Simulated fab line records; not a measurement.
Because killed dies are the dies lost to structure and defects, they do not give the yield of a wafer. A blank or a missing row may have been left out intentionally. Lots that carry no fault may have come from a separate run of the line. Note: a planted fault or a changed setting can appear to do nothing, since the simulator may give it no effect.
fab line records ; flow n5_finfet
[record] lots = 8; wafers = 24; last_day = 18
route steps=1938 shown DUMMY_GATE@251 SPACER0@259 SD_EPI_N@274 SD_ACTIVATION@332 BEOL_M4@1111 PASSIVATION@1936
lots that met no fault: from a run of the same line without faults
start_h: hours from the record's opening day to when the first of the lot's shown wafers began ; wait_h: hours from the lot's prior step to this one ; " identical to the entry in the row above ; L1.1+2: one row covering several wafers at once ; - no value, or no start given ; * or withheld: withheld ; < > ~ a bound
route shown NAME@n: NAME is a module with steps in the file, n the number in the route of the first one ; usual: mean/standard deviation of fault-free wafers ; same: alike in all rows ; chamber/n: place in a boat ; sites: readings site by site ; _std_site: how widely they spread, as a standard deviation ; _edge_site: mean of outer sites minus mean of inner sites ; radius_mm: how far each site lies from the wafer's centre ; mask NAME#n: copy n ; behind: the tool/chamber that last shaped the wafer ; hold: why the lot was held/for how many hours/how that ended ; device: the n, p or np transistor that did not switch ; end of line: the route-end tests of the same wafers ; step lacking rows: just its recipe ; killed: the dies lost at the first sort to structure and to defects; this is not the yield of the wafer ; map: shows each die of a wafer: x if killed, . if not, _ if none is there
set.NAME: the setting that was run; set.NAME@STEP: the one run at that earlier step ; model.NAME: the simulator's own value behind a step, which no gauge read
a sample of lots followed through the steps of the route, with each step as a table and each wafer as a row
services: from which hour (start_h, from the record's first day; less than 0 if before it) a tool's chamber was out of use, for how many hours, and why
[[steps]]
[step N5_DUMMY_GATE_STRIP_48]
[recipe] chemistry = N2/H2; time_s = 20; power_w = 100; temp_c = 40; pressure_mtorr = 100; rf_frequency_hz = 6e+07; bias_power_w = 3; n2_flow_sccm = 300; h2_flow_sccm = 300
[usual] chamber_pressure_mTorr = 100.01/0.099; drypump_motor_current_A = 5.7/0.33; oes_product_au = 0.75/0.071; rf_vpp_V = 45.3/0.79; showerhead_plenum_p_Torr = 3.38/0.077; throttle_valve_pct = 12.23/0.28
lot.wafer;tool;chamber;start_h;wait_h;chamber_pressure_mTorr;drypump_motor_current_A;oes_product_au;rf_hours_counter_h;rf_vpp_V;showerhead_plenum_p_Torr;throttle_valve_pct
L714.1;rie_diel-05;1;68.79;0.0;99.98;5.2;0.78;109;45.0;3.40;11.95
L714.2;rie_diel-05;2;68.79;0.0;99.94;5.9;0.74;177;46.1;3.36;12.26
L714.5;rie_diel-05;2;68.79;0.0;99.73;5.9;0.74;-;44.1;3.36;12.25
L717.2;rie_diel-01;3;88.09;0.0;100.11;5.7;0.75;114;45.9;3.26;12.03
L717.5;rie_diel-01;1;88.09;0.0;100.10;5.5;0.76;-;44.3;3.38;12.16
L717.6;rie_diel-01;2;88.09;0.0;100.09;5.4;0.71;-;46.8;3.35;12.64
L718.2;rie_diel-01;1;94.74;0.0;100.00;5.5;0.76;150;45.2;3.38;12.17
L718.4;rie_diel-01;3;94.74;0.0;99.87;5.7;0.76;117;45.4;3.26;12.03
L718.5;rie_diel-01;1;94.74;0.0;100.11;5.5;0.76;-;46.2;3.38;12.17
L720.1;rie_diel-04;1;102.32;0.0;100.01;6.3;0.72;202;44.8;3.47;12.38
L720.3;rie_diel-04;3;102.32;0.0;99.94;5.9;0.70;228;46.0;3.48;12.52
L720.4;rie_diel-04;2;102.32;0.0;99.91;6.2;0.97;3;45.2;3.33;11.64
L729.1;rie_diel-01;2;155.95;0.0;100.11;5.4;0.69;235;45.3;3.34;12.73
L729.2;rie_diel-01;3;155.95;0.0;100.11;5.7;0.75;135;44.8;3.25;12.09
L729.3;rie_diel-01;1;155.95;0.0;100.06;5.5;0.73;169;46.8;3.37;12.21
L730.2;rie_diel-01;2;163.49;0.0;99.97;5.4;0.70;237;44.1;3.33;12.71
L730.3;rie_diel-01;3;163.49;0.0;100.23;5.7;0.74;137;44.1;3.25;12.08
L730.4;rie_diel-01;1;163.49;0.0;100.15;5.5;0.74;171;46.2;3.37;12.22
L732.2;rie_diel-01;3;182.76;0.0;99.99;5.7;0.73;141;45.9;3.25;12.11
L732.3;rie_diel-01;2;182.76;0.0;99.96;5.4;0.69;241;45.2;3.33;12.72
L732.4;rie_diel-01;0;182.76;0.0;99.90;5.3;0.83;62;44.7;3.40;11.99
L734.2;rie_diel-04;0;194.06;0.0;99.94;5.7;0.70;250;45.2;3.48;12.48
L734.4;rie_diel-04;2;194.06;0.0;100.02;6.2;0.88;-;44.1;3.31;11.70
L734.5;rie_diel-04;1;194.06;0.0;100.11;6.3;0.69;-;44.7;3.45;12.43
[step N5_SPACER0_ALD_00]
[recipe] material = SiOCN; target_thk_a = 35; temp_c = 400; ald_precursor_family = alkyl-aminosilane; ald_co_reactant = O2/N2-plasma; pulse_time_s = 3; purge_time_s = 2; co_reactant_purge_time_s = 2; ald_cycles = 58; pressure_torr = 2
[usual] chamber_pressure_Torr = 2.000/0.0039; heater_power_w = 890/88; precursor_pulse_height_rel = 1.000/0.02
lot.wafer;tool;chamber;start_h;wait_h;chamber_pressure_Torr;heater_power_w;precursor_pulse_height_rel;since_wet_clean_h
L714.1;ald_sin-02;1;69.28;0.1;2.001;862;1.028;61
L714.2;ald_sin-02;0;69.28;0.1;2.004;1003;1.004;61
L714.5;ald_sin-02;3;69.28;0.1;1.997;916;1.004;-
L717.2;ald_sin-02;2;88.67;0.1;1.996;876;0.971;81
L717.5;ald_sin-02;1;88.67;0.1;1.996;864;0.978;-
L717.6;ald_sin-02;2;88.67;0.1;2.001;906;1.004;-
L718.2;ald_sin-02;3;95.45;0.1;1.996;959;1.046;87
L718.4;ald_sin-02;0;95.45;0.1;1.998;995;1.013;87
L718.5;ald_sin-02;0;95.45;0.1;1.999;1026;1.010;-
L720.1;ald_sin-02;3;102.70;0.1;1.999;939;1.006;95
L720.3;ald_sin-02;1;102.70;0.1;2.007;864;0.967;95
L720.4;ald_sin-02;2;102.70;0.1;1.998;893;1.004;95
L729.1;ald_sin-04;0;156.45;0.1;1.994;886;0.981;57
L729.2;ald_sin-04;1;156.45;0.1;1.991;1010;1.027;57
L729.3;ald_sin-04;3;156.45;0.1;1.996;883;1.009;57
L730.2;ald_sin-03;0;163.86;0.1;2.008;1026;0.974;353
L730.3;ald_sin-03;1;163.86;0.1;1.996;777;0.995;353
L730.4;ald_sin-03;3;163.86;0.1;2.006;756;0.988;353
L732.2;ald_sin-02;1;183.14;0.1;1.996;877;1.004;175
L732.3;ald_sin-02;0;183.14;0.1;1.999;999;1.018;175
L732.4;ald_sin-02;2;183.14;0.1;2.007;893;0.970;175
L734.2;ald_sin-03;3;194.77;0.1;1.998;715;0.995;3
L734.4;ald_sin-03;1;194.77;0.1;2.003;775;1.005;3
L734.5;ald_sin-03;3;194.77;0.1;1.995;723;0.980;-
[step N5_SD_EPI_N_ETCH_34]
[recipe] chemistry = CF4; target = SiARC; target_depth_a = 455; mask_material = CAR-ArF-block; time_s = 75.8; ion_energy_ev = 80; pressure_mtorr = 40; source_w = 545; bias_w = 36; Ar_flow_sccm = 100; cf4_flow_sccm = 100; ends = cleared
[usual] chamber_pressure_mTorr = 40.00/0.035; drypump_motor_current_A = 5.6/0.48; etch_rf_on_time_s = 76.6/1.9; oes_product_au = 0.71/0.064; rf_vpp_V = 184.2/1.1; showerhead_plenum_p_Torr = 2.16/0.06; throttle_valve_pct = 15.49/0.26
lot.wafer;tool;chamber;start_h;wait_h;chamber_pressure_mTorr;drypump_motor_current_A;etch_rf_on_time_s;oes_product_au;rf_hours_counter_h;rf_vpp_V;showerhead_plenum_p_Torr;throttle_valve_pct
L714.1;rie_diel-02;3;70.09;0.0;39.99;5.4;76.1;0.69;105;184.4;2.24;15.60
L714.2;rie_diel-02;2;70.09;0.0;39.95;5.1;75.3;0.60;252;182.6;2.10;16.09
L714.5;rie_diel-02;3;70.09;0.0;39.99;5.4;76.3;0.69;-;184.8;2.24;15.62
L717.2;rie_diel-03;3;89.61;0.0;40.06;6.0;74.8;0.67;106;183.9;2.15;15.30
L717.5;rie_diel-03;0;89.61;0.0;39.97;5.5;74.8;0.75;-;185.9;2.25;15.02
L717.6;rie_diel-03;3;89.61;0.0;39.99;6.0;75.5;0.66;-;184.6;2.15;15.31
L718.2;rie_diel-06;0;96.26;0.0;39.95;6.2;76.1;0.78;16;184.6;2.11;15.61
L718.4;rie_diel-06;2;96.26;0.0;39.99;5.4;79.7;0.71;69;183.7;2.10;15.59
L718.5;rie_diel-06;2;96.26;0.0;40.00;5.4;79.2;0.71;-;183.1;2.10;15.59
L720.1;rie_diel-03;2;104.50;0.0;40.05;5.6;74.7;0.80;6;185.3;2.19;15.16
L720.3;rie_diel-03;0;104.50;0.0;39.96;5.4;75.3;0.74;49;184.3;2.25;15.01
L720.4;rie_diel-03;0;104.50;0.0;39.99;5.4;74.9;0.73;-;185.6;2.25;15.02
L729.1;rie_diel-02;0;157.50;0.0;39.96;5.4;78.4;0.62;149;184.7;2.15;15.84
L729.2;rie_diel-02;3;157.50;0.0;40.04;5.4;77.3;0.65;140;185.3;2.23;15.69
L729.3;rie_diel-02;2;157.50;0.0;40.05;5.1;74.4;0.79;21;182.5;2.10;15.66
L730.2;rie_diel-06;1;164.87;0.0;39.99;4.9;76.1;0.64;160;183.3;2.05;15.71
L730.3;rie_diel-06;3;164.87;0.0;40.04;6.6;75.2;0.69;87;184.9;2.17;15.69
L730.4;rie_diel-06;2;164.87;0.0;40.00;5.4;79.2;0.68;-;182.0;2.09;15.61
L732.2;rie_diel-02;0;184.08;0.0;39.99;5.4;78.6;0.62;156;184.1;2.15;15.85
L732.3;rie_diel-02;3;184.08;0.0;40.03;5.4;77.5;0.65;148;185.2;2.23;15.69
L732.4;rie_diel-02;1;184.08;0.0;39.98;5.1;78.6;0.72;40;184.0;2.10;15.61
L734.2;rie_diel-06;3;195.71;0.0;39.96;6.6;75.6;0.68;97;185.6;2.16;15.70
L734.4;rie_diel-06;0;195.71;0.0;39.95;6.2;76.7;0.74;41;183.6;2.10;15.65
L734.5;rie_diel-06;1;195.71;0.0;40.00;4.8;77.3;0.62;-;183.5;2.05;15.72
[step N5_SD_EPI_N_EPI_21]
[recipe] material = Si:P; dopant = P; temp_c = 680; pressure_torr = 255; time_s = 690
[usual] chamber_pressure_Torr = 255.0/0.58
lot.wafer;tool;chamber;start_h;wait_h;chamber_pressure_Torr
L714.1;epi_rpcvd-02;0;71.73;0.1;254.5
L714.2;epi_rpcvd-02;0;71.73;0.1;254.2
L714.5;epi_rpcvd-02;0;71.73;0.1;254.9
L717.2;epi_rpcvd-01;0;91.53;0.4;255.1
L717.5;epi_rpcvd-01;0;91.53;0.4;254.8
L717.6;epi_rpcvd-01;0;91.53;0.4;255.0
L718.2;epi_rpcvd-04;0;98.45;0.5;255.6
L718.4;epi_rpcvd-04;0;98.45;0.5;255.9
L718.5;epi_rpcvd-04;0;98.45;0.5;255.6
L720.1;epi_rpcvd-01;0;106.32;0.2;255.6
L720.3;epi_rpcvd-01;0;106.32;0.2;254.9
L720.4;epi_rpcvd-01;0;106.32;0.2;254.5
L729.1;epi_rpcvd-01;0;159.14;0.1;363.7
L729.2;epi_rpcvd-01;0;159.14;0.1;364.7
L729.3;epi_rpcvd-01;0;159.14;0.1;364.7
L730.2;epi_rpcvd-01;0;166.79;0.4;364.3
L730.3;epi_rpcvd-01;0;166.79;0.4;364.3
L730.4;epi_rpcvd-01;0;166.79;0.4;365.1
L732.2;epi_rpcvd-02;0;186.00;0.4;254.6
L732.3;epi_rpcvd-02;0;186.00;0.4;255.4
L732.4;epi_rpcvd-02;0;186.00;0.4;254.8
L734.2;epi_rpcvd-04;0;197.63;0.4;254.6
L734.4;epi_rpcvd-04;0;197.63;0.4;255.1
L734.5;epi_rpcvd-04;0;197.63;0.4;255.5
[step N5_SD_EPI_N_EPI_MEAS_23]
[recipe] mode = xrd
[usual] thk_nm = 59.1/1.3
lot.wafer;tool;chamber;start_h;wait_h;thk_nm
L714.1;film_metro-01;-;73.45;1.4;61.2
L714.2;film_metro-01;-;73.45;1.4;61.4
L714.5;film_metro-01;-;73.45;1.4;59.8
L717.2;film_metro-02;-;92.96;1.2;60.5
L717.5;film_metro-02;-;92.96;1.2;59.0
L717.6;film_metro-02;-;92.96;1.2;60.3
L718.2;film_metro-01;-;100.36;1.5;58.6
L718.4;film_metro-01;-;100.36;1.5;59.4
L718.5;film_metro-01;-;100.36;1.5;59.3
L720.1;film_metro-02;-;108.60;1.9;59.0
L720.3;film_metro-02;-;108.60;1.9;57.8
L720.4;film_metro-02;-;108.60;1.9;56.7
L729.1;film_metro-02;-;160.85;1.4;68.5
L729.2;film_metro-02;-;160.85;1.4;68.5
L729.3;film_metro-02;-;160.85;1.4;68.8
L730.2;film_metro-02;-;168.22;1.2;68.4
L730.3;film_metro-02;-;168.22;1.2;67.6
L730.4;film_metro-02;-;168.22;1.2;67.2
L732.2;film_metro-02;-;187.44;1.2;56.8
L732.3;film_metro-02;-;187.44;1.2;56.8
L732.4;film_metro-02;-;187.44;1.2;57.4
L734.2;film_metro-02;-;199.07;1.2;60.7
L734.4;film_metro-02;-;199.07;1.2;58.7
L734.5;film_metro-02;-;199.07;1.2;60.6
[step N5_SD_ACTIVATION_RS_MEAS_03]
[recipe] thk_meas_gauge = four-point-probe
[usual] RS_SD_N = 21.8/0.34; RS_SD_P = 56.2/0.91
lot.wafer;tool;chamber;start_h;wait_h;RS_SD_N[ohm/sq];RS_SD_P[ohm/sq]
L714.1;film_metro-02;-;78.59;0.2;21.9;57.8
L714.2;film_metro-02;-;78.59;0.2;21.5;58.2
L714.5;film_metro-02;-;78.59;0.2;21.5;56.5
L717.2;film_metro-01;-;98.19;0.2;21.4;56.6
L717.5;film_metro-01;-;98.19;0.2;21.3;56.4
L717.6;film_metro-01;-;98.19;0.2;21.5;56.4
L718.2;film_metro-01;-;106.32;0.2;21.7;54.5
L718.4;film_metro-01;-;106.32;0.2;21.8;55.8
L718.5;film_metro-01;-;106.32;0.2;21.8;55.5
L720.1;film_metro-02;-;113.91;0.2;22.1;55.3
L720.3;film_metro-02;-;113.91;0.2;22.6;55.7
L720.4;film_metro-02;-;113.91;0.2;22.7;55.4
L729.1;film_metro-02;-;166.06;0.2;18.5;56.5
L729.2;film_metro-02;-;166.06;0.2;18.3;56.3
L729.3;film_metro-02;-;166.06;0.2;18.3;56.0
L730.2;film_metro-01;-;173.49;0.2;18.4;53.8
L730.3;film_metro-01;-;173.49;0.2;18.4;54.8
L730.4;film_metro-01;-;173.49;0.2;18.2;54.6
L732.2;film_metro-01;-;192.95;0.2;22.9;56.4
L732.3;film_metro-01;-;192.95;0.2;22.6;56.9
L732.4;film_metro-01;-;192.95;0.2;22.6;56.5
L734.2;film_metro-01;-;204.65;0.2;21.7;57.4
L734.4;film_metro-01;-;204.65;0.2;22.0;56.7
L734.5;film_metro-01;-;204.65;0.2;22.0;56.3
[step N5_BEOL_M4_RC_MEAS_101]
[usual] DIBL_N = 36.0/1.9; DIBL_P = 36.0/2.1; IOFF_N = 0.155/0.029; IOFF_P = 0.20/0.032; ION_N = 672/11; ION_P = 461/6.9; RS_SD_N = 28.3/0.45; SS_N = 71.5/0.58; SS_P = 73.2/0.64; VT_N = 250.4/2.9; VT_P = -251.0/2.8
lot.wafer;tool;chamber;start_h;wait_h;DIBL_N[mV/V];DIBL_P[mV/V];IOFF_N[nA/um];IOFF_P[nA/um];ION_N[uA/um];ION_P[uA/um];RS_SD_N[ohm/sq];SS_N[mV/dec];SS_P[mV/dec];VT_N[mV];VT_P[mV]
L714.1;prober-02;0;187.11;0.0;38.1;39.4;0.192;0.26;696;475;28.2;71.6;74.1;247.3;-244.9
L714.2;prober-02;0;187.11;0.0;39.6;40.4;0.218;0.27;682;466;27.8;72.0;73.4;244.8;-248.1
L714.5;prober-02;0;187.11;0.0;39.5;39.7;0.213;0.27;705;478;28.0;71.0;73.7;247.4;-247.3
L717.2;prober-01;0;221.08;0.2;34.8;33.1;0.127;0.15;676;453;28.0;70.1;72.5;249.6;-256.0
L717.5;prober-01;0;221.08;0.2;37.0;35.7;0.158;0.19;684;462;28.1;71.7;73.2;250.7;-252.9
L717.6;prober-01;0;221.08;0.2;38.5;36.5;0.182;0.20;675;454;27.8;71.5;73.5;249.8;-251.3
L718.2;prober-02;0;223.72;0.2;37.7;38.7;0.197;0.25;671;459;28.2;72.4;73.5;246.4;-249.8
L718.4;prober-02;0;223.72;0.2;36.1;36.5;0.157;0.22;675;459;28.0;71.7;74.0;251.4;-250.4
L718.5;prober-02;0;223.72;0.2;38.0;38.1;0.179;0.23;665;453;28.3;72.1;73.7;249.0;-251.9
L720.1;prober-01;0;240.97;0.0;36.0;37.2;0.153;0.21;688;469;28.4;70.9;74.1;249.2;-248.9
L720.3;prober-01;0;240.97;0.0;35.7;36.8;0.155;0.22;672;467;29.3;71.1;73.8;250.3;-250.4
L720.4;prober-01;0;240.97;0.0;34.6;35.8;0.135;0.20;665;466;29.1;71.5;73.6;251.7;-249.1
L729.1;prober-02;0;283.94;0.0;37.4;37.7;0.192;0.23;694;470;23.8;71.8;73.8;246.3;-248.9
L729.2;prober-02;0;283.94;0.0;38.0;38.2;0.207;0.24;679;460;23.6;71.6;74.2;243.6;-247.8
L729.3;prober-02;0;283.94;0.0;38.8;40.4;0.223;0.28;699;475;23.5;72.1;74.6;243.7;-245.5
L730.2;prober-02;0;288.21;0.2;35.8;36.4;0.158;0.21;687;467;23.7;70.8;73.3;247.3;-251.5
L730.3;prober-02;0;288.21;0.2;33.6;34.1;0.132;0.18;665;453;23.7;71.0;72.2;247.8;-251.7
L730.4;prober-02;0;288.21;0.2;35.7;37.0;0.171;0.22;692;469;23.7;71.9;73.2;245.4;-249.1
L734.2;prober-01;0;311.51;0.2;37.5;36.0;0.179;0.23;672;465;28.0;71.6;73.9;248.6;-246.8
L734.4;prober-01;0;311.51;0.2;35.8;34.7;0.147;0.20;678;460;28.2;71.1;72.9;251.6;-250.3
L734.5;prober-01;0;311.51;0.2;38.0;36.4;0.173;0.24;657;450;28.4;71.5;73.8;248.6;-252.1
L732.2;prober-02;0;312.04;0.2;33.6;33.1;0.130;0.18;675;467;29.5;71.5;72.1;250.5;-250.3
L732.3;prober-02;0;312.04;0.2;32.7;32.2;0.124;0.17;673;464;29.4;70.7;72.4;255.6;-251.7
L732.4;prober-02;0;312.04;0.2;34.6;33.9;0.132;0.19;656;457;29.2;70.9;72.7;253.0;-251.1
[step N5_PASSIVATION_PROBE_49]
[usual] defect_limited_yield = 91.0/1.5; killed_at_M0_to_M3 = 33/9.4; killed_at_M4_up = 14/4.8; killed_at_contacts = 13/7.3; killed_at_front_end = 43/13; killed_at_other = 3.6/2.9; killed_dies = 106/18; killed_open = 69/13; killed_short = 35/8.2; sort_bin_5_function = 5.3/1; sort_bin_6_memory = 3.3/0.68; sort_n_pass = 1074/18; sort_yield_pct = 91.0/1.5
[same] gross_dies = 1180; killed_at_back_side = 0; sort_bin_4_leakage[%] = 0; sort_bin_8_speed[%] = 0
lot.wafer;tool;chamber;start_h;wait_h;defect_limited_yield[%];killed_at_M0_to_M3;killed_at_M4_up;killed_at_contacts;killed_at_front_end;killed_at_other;killed_dies;killed_open;killed_short;sort_bin_5_function[%];sort_bin_6_memory[%];sort_n_pass;sort_yield_pct[%]
L730.2;prober-01;-;400.40;0.1;93.2;24;16;20;20;0;80;53;21;4.2;2.0;1100;93.2
L730.3;prober-01;-;400.45;0.1;91.7;27;16;27;26;2;98;69;26;4.4;3.3;1082;91.7
// killed by level:class
L730.2 MOL_CONTACT_COAG:geometric_particle:open=17 BEOL_M2:geometric_particle:open=10 BEOL_M4:geometric_particle:short=6 HKMG_FIN:area_etch=5 FIN_SAQP:geometric_particle:open=4 BEOL_M3:geometric_particle:open=4 MOL_CONTACT_COAG:geometric_particle:short=3 BEOL_M0_SAQP:geometric_particle:short=3
L730.3 MOL_CONTACT_COAG:geometric_particle:open=23 FIN_SAQP:geometric_particle:open=8 BEOL_M4:geometric_particle:open=8 BEOL_M3:geometric_particle:open=7 BEOL_M2:geometric_particle:open=6 MOL_CONTACT_COAG:geometric_particle:short=4 BEOL_M1:geometric_particle:open=4 BEOL_M4:geometric_particle:short=4
[[services]]
tool;chamber;start_h;hours;kind
rie_diel-02;3;49.63;8.5;repair
rie_diel-02;0;53.04;14.0;repair
rie_diel-02;-;63.34;4.1;repair
rie_diel-02;2;74.93;-;clean
rie_diel-02;2;74.93;-;consumable_replace:focus_ring
rie_diel-02;2;74.93;26.6;scheduled_down
rie_diel-02;2;74.93;26.6;vent_cycle
rie_diel-01;0;83.15;5.0;repair
ald_sin-04;-;85.25;14.0;pm
rie_diel-01;0;97.10;6.9;repair
rie_diel-06;-;100.57;14.6;pm
ald_sin-02;3;121.55;17.2;repair
ald_sin-02;-;130.27;0.4;repair
rie_diel-06;0;131.05;5.5;repair
rie_diel-05;1;141.67;9.0;repair
ald_sin-04;2;153.87;21.7;repair
rie_diel-06;0;162.38;3.7;repair
rie_diel-02;1;162.82;3.1;repair
ald_sin-03;-;166.93;1.7;repair
epi_rpcvd-02;-;169.81;2.8;pm
ald_sin-03;-;178.05;14.0;pm
rie_diel-05;3;190.29;7.9;repair
rie_diel-01;1;194.00;11.3;repair
rie_diel-01;0;197.51;3.7;repair
[[key]]
[first_sign] step = N5_SD_EPI_N_EPI_21; reading = chamber_pressure_Torr; direction = up; sigmas = 99+; usual = 255.0; struck = 364.5
[effect] step = N5_SD_EPI_N_EPI_MEAS_23; reading = thk_nm; direction = up; sigmas = 7.2; usual = *; struck = *
[effect] step = N5_SD_ACTIVATION_RS_MEAS_03; reading = RS_SD_N; direction = down; sigmas = 10; usual = 21.8; struck = 18.3
[effect] step = N5_BEOL_M4_RC_MEAS_101; reading = RS_SD_N; direction = down; sigmas = 10; usual = 28.3; struck = 23.7
met_at N5_SD_EPI_N_EPI_21
struck_lots L729,L730
not_acting_at N5_DUMMY_GATE_STRIP_48,N5_SPACER0_ALD_00,N5_SD_EPI_N_ETCH_34
onset_between 106.32 159.14
[fault] kind = process_parameter_drift; tool = epi_rpcvd-01; chamber = -; onset_h = 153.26; steps = N5_SD_EPI_N_EPI_21; channel = pressure_torr; offset = 109.46; shape = step; end_h = 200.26; acts_in = these_recipes_only; stated = 255
